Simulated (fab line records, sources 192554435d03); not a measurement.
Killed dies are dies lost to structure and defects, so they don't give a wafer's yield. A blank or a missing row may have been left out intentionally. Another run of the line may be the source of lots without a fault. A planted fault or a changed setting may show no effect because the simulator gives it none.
Split-lot study || flow n5 finfet || 21 wafers read from 7 lots, route of 1938 steps

== ABOUT THE SPLIT ==
At N5_BEOL_M1_HM_DEP_02 (deposits TiN, target thk 20 nm), the setting target thk a was moved away from the recipe's 200 angstrom on 5 of the 21 wafers read, by -11.0% to +8.2%. For the rest of the wafers, this setting stayed at what the recipe calls for.

== FROM THE SPLIT TO THE READING: what the file shows between them, 4 steps ==
- N5_BEOL_M1_COAT_61: time 60 s, resist thk 60 nm
- N5_BEOL_M1_COAT_62: time 60 s, resist thk 12 nm
- N5_BEOL_M1_STRIP_75: strips in N2/H2
- N5_BEOL_M1_STRIP_66: strips in CF4

== THE READING ==
etch.depth nm (the simulator's own value, which no gauge read), in nm, at N5_BEOL_M1_HM_OPEN_17 (chemistry Cl2/BCl3, target TiN, target depth 20 nm, overetch 6 nm). The file does not state a usual value for it. Average 20.05 nm, standard deviation 0.35 nm, over the 16 wafers here run with the recipe.

{"wafer": "L074.2", "tool, chamber at the split": "pvd sputter-02, -", "target thk a as run, angstrom": 200, "against the recipe": "recipe", "etch.depth nm, nm": 20.65, "against lot-mates on the recipe": "-"}
{"wafer": "L074.3", "tool, chamber at the split": "pvd sputter-02, -", "target thk a as run, angstrom": 200, "against the recipe": "recipe", "etch.depth nm, nm": 19.93, "against lot-mates on the recipe": "-"}
{"wafer": "L074.6", "tool, chamber at the split": "pvd sputter-02, -", "target thk a as run, angstrom": 200, "against the recipe": "recipe", "etch.depth nm, nm": 20.07, "against lot-mates on the recipe": "-"}
{"wafer": "L076.1", "tool, chamber at the split": "pvd sputter-03, -", "target thk a as run, angstrom": 200, "against the recipe": "recipe", "etch.depth nm, nm": 20.18, "against lot-mates on the recipe": "-"}
{"wafer": "L076.4", "tool, chamber at the split": "pvd sputter-03, -", "target thk a as run, angstrom": 185.8, "against the recipe": "-7.1%", "etch.depth nm, nm": 18.57, "against lot-mates on the recipe": -1.64}
{"wafer": "L076.6", "tool, chamber at the split": "pvd sputter-03, -", "target thk a as run, angstrom": 200, "against the recipe": "recipe", "etch.depth nm, nm": 20.25, "against lot-mates on the recipe": "-"}
{"wafer": "L077.1", "tool, chamber at the split": "pvd sputter-02, -", "target thk a as run, angstrom": 178, "against the recipe": "-11.0%", "etch.depth nm, nm": 17.93, "against lot-mates on the recipe": -2.30}
{"wafer": "L077.4", "tool, chamber at the split": "pvd sputter-02, -", "target thk a as run, angstrom": 200, "against the recipe": "recipe", "etch.depth nm, nm": 20.44, "against lot-mates on the recipe": "-"}
{"wafer": "L077.5", "tool, chamber at the split": "pvd sputter-02, -", "target thk a as run, angstrom": 200, "against the recipe": "recipe", "etch.depth nm, nm": 20.01, "against lot-mates on the recipe": "-"}
{"wafer": "L081.1", "tool, chamber at the split": "pvd sputter-03, -", "target thk a as run, angstrom": 200, "against the recipe": "recipe", "etch.depth nm, nm": 19.57, "against lot-mates on the recipe": "-"}
{"wafer": "L081.3", "tool, chamber at the split": "pvd sputter-03, -", "target thk a as run, angstrom": 186.4, "against the recipe": "-6.8%", "etch.depth nm, nm": 18.87, "against lot-mates on the recipe": -0.76}
{"wafer": "L081.5", "tool, chamber at the split": "pvd sputter-03, -", "target thk a as run, angstrom": 200, "against the recipe": "recipe", "etch.depth nm, nm": 19.7, "against lot-mates on the recipe": "-"}
{"wafer": "L082.2", "tool, chamber at the split": "pvd sputter-01, -", "target thk a as run, angstrom": 200, "against the recipe": "recipe", "etch.depth nm, nm": 19.59, "against lot-mates on the recipe": "-"}
{"wafer": "L082.4", "tool, chamber at the split": "pvd sputter-01, -", "target thk a as run, angstrom": 200, "against the recipe": "recipe", "etch.depth nm, nm": 19.92, "against lot-mates on the recipe": "-"}
{"wafer": "L082.5", "tool, chamber at the split": "pvd sputter-01, -", "target thk a as run, angstrom": 200, "against the recipe": "recipe", "etch.depth nm, nm": 19.52, "against lot-mates on the recipe": "-"}
{"wafer": "L089.1", "tool, chamber at the split": "pvd sputter-02, -", "target thk a as run, angstrom": 192.3, "against the recipe": "-3.8%", "etch.depth nm, nm": 19.13, "against lot-mates on the recipe": -0.95}
{"wafer": "L089.2", "tool, chamber at the split": "pvd sputter-02, -", "target thk a as run, angstrom": 200, "against the recipe": "recipe", "etch.depth nm, nm": 19.82, "against lot-mates on the recipe": "-"}
{"wafer": "L089.3", "tool, chamber at the split": "pvd sputter-02, -", "target thk a as run, angstrom": 200, "against the recipe": "recipe", "etch.depth nm, nm": 20.33, "against lot-mates on the recipe": "-"}
{"wafer": "L090.2", "tool, chamber at the split": "pvd sputter-02, -", "target thk a as run, angstrom": 200, "against the recipe": "recipe", "etch.depth nm, nm": 20.7, "against lot-mates on the recipe": "-"}
{"wafer": "L090.3", "tool, chamber at the split": "pvd sputter-02, -", "target thk a as run, angstrom": 200, "against the recipe": "recipe", "etch.depth nm, nm": 20.06, "against lot-mates on the recipe": "-"}
{"wafer": "L090.5", "tool, chamber at the split": "pvd sputter-02, -", "target thk a as run, angstrom": 216.3, "against the recipe": "+8.2%", "etch.depth nm, nm": 21.66, "against lot-mates on the recipe": "+1.28"}

FIT RESULTS
A straight line over all 21 wafers: etch.depth nm changes by +0.195 nm for each +1% of target thk a; r = +0.92; the points scatter about the line by 0.33 nm.
The same after taking each lot's own level away (the mean of its wafers on the recipe; 21 wafers): +0.186 nm for each +1%; r = +0.94; scatter 0.26 nm.
Per that fit: largest target thk a move, reading shift of 2 nm.
Measured against the standard deviation above, the lots' own levels, which go from 19.635 to 20.380 nm, span 2.1 times it.
The two slopes agree, so the slope changes little with the lot-to-lot level.
Check: for one of the wafers moved furthest among these (-11.0%), held out of the fit, the line's prediction against its lot-mates is -1.92 nm. It came out at -2.3 nm against them.

== THESE WAFERS: OTHER SPLITS ==
Before the reading, these wafers also passed through other splits. Each is held against what the fit with the lots' levels taken away leaves over:
{"other split on the same wafers": "N5_BEOL_M0_SAQP_EXPOSE_37 dose mj", "wafers away from the commonest value": 4, "r with etch.depth nm (lot level and that fit taken away)": "+0.10"}

== THE WHOLE CHAIN: every reading that the file lists as answering this split, in the file's order ==
{"step": "N5_BEOL_M1_HM_DEP_02", "what it does": "deposits TiN, target thk 20 nm", "reading": "TiN_of_BEOL_M1_HM_DEP_02.thk nm (the simulator's own value, which no gauge read)", "change (the file's fit)": "+0.186 nm for each +1% of the setting", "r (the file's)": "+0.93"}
{"step": "N5_BEOL_M1_HM_OPEN_17", "what it does": "chemistry Cl2/BCl3, target TiN, target depth 20 nm, overetch 6 nm", "reading": "etch.depth nm (the simulator's own value, which no gauge read)", "change (the file's fit)": "+0.188 nm for each +1% of the setting", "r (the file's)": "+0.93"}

== THE FILE'S OWN FIT ==
etch.depth nm changes by +0.188 nm for each +1% of target thk a, r = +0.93.
